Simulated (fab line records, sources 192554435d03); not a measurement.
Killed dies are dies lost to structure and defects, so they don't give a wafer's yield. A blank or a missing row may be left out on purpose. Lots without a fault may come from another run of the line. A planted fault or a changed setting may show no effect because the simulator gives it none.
Problem report in the 8D (eight disciplines) form, filled by code | flow n5_finfet | the parts of the form that need people (team, actions taken, sign-off) are left out

1. THE PROBLEM
sort_bin_5_function at N5_PASSIVATION_PROBE_49 reads a mean of 10.4 % on 1 wafer of 1 lot; wafers without a fault read 5.3 % with a standard deviation of 1. That is +5.1 standard deviations from the usual mean.
First seen on wafer L343.2, day 20 23:05, on prober-02. The record holds 2 wafers of 1 lot with a number at this step. Rule for "out", or "out of limits": more than 4 standard deviations from the usual mean. The other wafers with a number count as sound.

2. WHAT IT IS AND WHAT IT IS NOT
question                    | is                                       | is not
which readings at this step | sort_bin_5_function, killed_at_front_end | killed_at_M0_to_M3, killed_at_M4_up, killed_at_contacts, killed_at_other, killed_open, killed_short, sort_bin_6_memory, sort_bin_8_speed
which lots                  | L343                                     | -
which wafers of those lots  | L343.2                                   | L343.1
read on which tools         | prober-02                                | -
when                        | from day 20 23:05                        | up to then (1 sound wafer)

3. SUSPECTS, AND WHAT RULES EACH OUT
Counting: a tool at a process step up to the reading stays a suspect if it ran every lot that is out. Sound lots after the first of them don't rule it out here, since some wafers of a struck lot are sound.
- rie_diel-01 at N5_SD_EPI_N_ETCH_35 (etches SOC in N2/H2, overetch 108 nm, time 486 s): kept. It ran the lot that is out, L343 (day 8 13:12).
- rie_diel-03 at N5_MIM_TOP_LITHO_DESCUM_10 (chemistry O2, time 7.9 s): kept. It ran the lot that is out, L343 (day 20 13:01).
- rie_diel-06 at N5_PASSIVATION_VIA_ETCH_13 (etches SiO2 in CHF3/O2, target depth 660 nm, time 330 s): kept. It ran the lot that is out, L343 (day 20 16:34).
- prober-02 at N5_PASSIVATION_PROBE_49: kept. It ran the lot that is out, L343 (day 20 23:02). Its own readings are out on those wafers: killed_at_front_end, sort_bin_5_function.
- Within rie_diel-01 at N5_SD_EPI_N_ETCH_35: the wafers that are out ran in chamber 3; their sound lot-mates ran in chamber 2.
- Within rie_diel-03 at N5_MIM_TOP_LITHO_DESCUM_10: the wafers that are out ran in chamber 0; their sound lot-mates ran in chamber 3.
- Within rie_diel-06 at N5_PASSIVATION_VIA_ETCH_13: the wafers that are out ran in chamber 2; their sound lot-mates ran in chamber 0.
Left after counting: rie_diel-01 at N5_SD_EPI_N_ETCH_35, rie_diel-03 at N5_MIM_TOP_LITHO_DESCUM_10, rie_diel-06 at N5_PASSIVATION_VIA_ETCH_13, prober-02 at N5_PASSIVATION_PROBE_49.

4. THE CAUSE (what the simulator had put in)
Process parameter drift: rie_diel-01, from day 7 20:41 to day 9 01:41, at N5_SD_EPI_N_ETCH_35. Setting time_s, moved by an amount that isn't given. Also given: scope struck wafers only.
Counting left 4 suspects, and this tool is among them.

5. THE CHAIN OF EFFECTS, in route order
Each row: a reading whose mean over the struck wafers that have a number lies more than 3 standard deviations from the usual. Only readings for which the record gives a usual standard deviation are gone through. hours: the time from each lot's start at the first step in this table that gives one to its start at this step, as a median over the lots. sigmas: the change in usual standard deviations.
hours | step                    | reading              | usual  | on struck wafers | change | sigmas
0     | N5_PASSIVATION_PROBE_49 | defect_limited_yield | 90.9 % | 86.0             | -4.9   | -3.1
0     | N5_PASSIVATION_PROBE_49 | killed_at_front_end  | 39     | 90               | +51    | +4.6
0     | N5_PASSIVATION_PROBE_49 | killed_dies          | 107    | 165              | +58    | +3.1
0     | N5_PASSIVATION_PROBE_49 | sort_bin_5_function  | 5.3 %  | 10.4             | +5.1   | +5.1
The process steps in it:
- N5_PASSIVATION_PROBE_49

6. WHAT WOULD HAVE CAUGHT IT SOONER
In this record the first reading out of limits was taken at day 20 23:05, 314 hours after the fault began at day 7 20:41.
Of the tool readings at N5_SD_EPI_N_ETCH_35 for which the record gives a usual standard deviation, none was out on any struck wafer, so an alarm limit of 4 standard deviations on them would not have fired.
All the lots that are out (1) had begun N5_SD_EPI_N_ETCH_35 on rie_diel-01 by day 20 23:05. A hold on the tool at that time would have spared none of them.
